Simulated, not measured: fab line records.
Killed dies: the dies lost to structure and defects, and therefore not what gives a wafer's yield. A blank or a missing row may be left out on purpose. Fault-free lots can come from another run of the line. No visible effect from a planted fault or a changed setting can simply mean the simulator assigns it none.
A lot that was struck, set against a sound lot / flow nand_harc / 17 steps out of a route of 1302
Sound: wafers L851.1, L851.5, L851.6. The struck wafers were L855.2, L855.3, L855.5. The cause comes at the end.
At each step with rows: each side's tool, then ch and its chambers, then its first start. Under that, the readings that differ: sound wafers / struck wafers / difference of the means / sigmas: that difference in standard deviations of wafers without a fault.
alike: readings with means less than 2 such deviations apart, plus words and numbers identical on both sides. not compared: withheld readings, readings lacking a value on some wafer, bounds such as >300 that could conceal the same value, and numbers that have no deviation in the record and whose values overlap.
A row with sigmas, a row that says differs or no value, or rows on one side alone: a step with any of these is where the two part. Numbers that have no deviation but don't overlap get no sigmas and don't part them. A reading that every wafer of one side lacks parts them only if that side has two wafers or more.

NHARC_P_ZERO_WELL_CD_MEAS_24: target cd 720 nm.
  sound on cd_sem-01 ch 0, day 3 14:50; struck on cd_sem-01 ch 0, day 5 06:28
  alike: cd_nm
then, 1 step without rows for these wafers: NHARC_P_ZERO_WELL_HARDBAKE_25 (time 80 s).
NHARC_P_ZERO_WELL_DESCUM_26: chemistry O2, time 3 s.
  sound on rie_diel-08 ch 0,1, day 3 15:01; struck on rie_diel-13 ch 0,1, day 5 06:37
  alike: drypump_motor_current_A, oes_product_au, rf_vpp_V, showerhead_plenum_p_Torr, throttle_valve_pct
  not compared: rf_hours_counter_h
then, 9 steps without rows for these wafers: NHARC_P_ZERO_WELL_IMPLANT_27; NHARC_P_ZERO_WELL_IMPLANT_57; NHARC_P_ZERO_WELL_IMPLANT_58; NHARC_P_ZERO_WELL_STRIP_28 (strips in SPM, time 840 s); NHARC_P_ZERO_WELL_DEHYDRATE_29 (time 120 s); NHARC_P_ZERO_WELL_HMDS_30 (time 30 s); NHARC_P_ZERO_WELL_COAT_31; NHARC_P_ZERO_WELL_SOFTBAKE_32 (time 95 s); NHARC_P_ZERO_WELL_EBR_33.
NHARC_P_ZERO_WELL_EXPOSE_34: exposes mask P PWELL, target cd 720 nm.
  sound on krf_scanner-03 ch 0, day 3 16:19; struck on krf_scanner-01 ch 0, day 5 07:57
reading=mask; sound=P_PWELL#0 P_PWELL#0 P_PWELL#0; struck=P_PWELL_R1#0 P_PWELL_R1#0 P_PWELL_R1#0; difference=differs; sigmas=
reading=exposure_dose_mJ_cm2; sound=22.303 22.298 22.303; struck=22.362 22.326 22.370; difference=+0.051; sigmas=+2
then, 2 steps without rows for these wafers: NHARC_P_ZERO_WELL_PEB_35 (peb time 85 s); NHARC_P_ZERO_WELL_DEVELOP_36 (time 70 s).
NHARC_P_ZERO_WELL_CD_MEAS_37: target cd 720 nm.
  sound on cd_sem-02 ch 0, day 3 16:29; struck on cd_sem-01 ch 0, day 5 08:06
reading=cd_nm (nm); sound=720.6 718.5 716.6; struck=724.2 725.1 728.5; difference=+7.4; sigmas=+4
then, 1 step without rows for these wafers: NHARC_P_ZERO_WELL_HARDBAKE_38 (time 80 s).

WHERE THEY PART
First at NHARC_P_ZERO_WELL_EXPOSE_34; last, within this record, at NHARC_P_ZERO_WELL_CD_MEAS_37.

WHY: what the simulator had put in
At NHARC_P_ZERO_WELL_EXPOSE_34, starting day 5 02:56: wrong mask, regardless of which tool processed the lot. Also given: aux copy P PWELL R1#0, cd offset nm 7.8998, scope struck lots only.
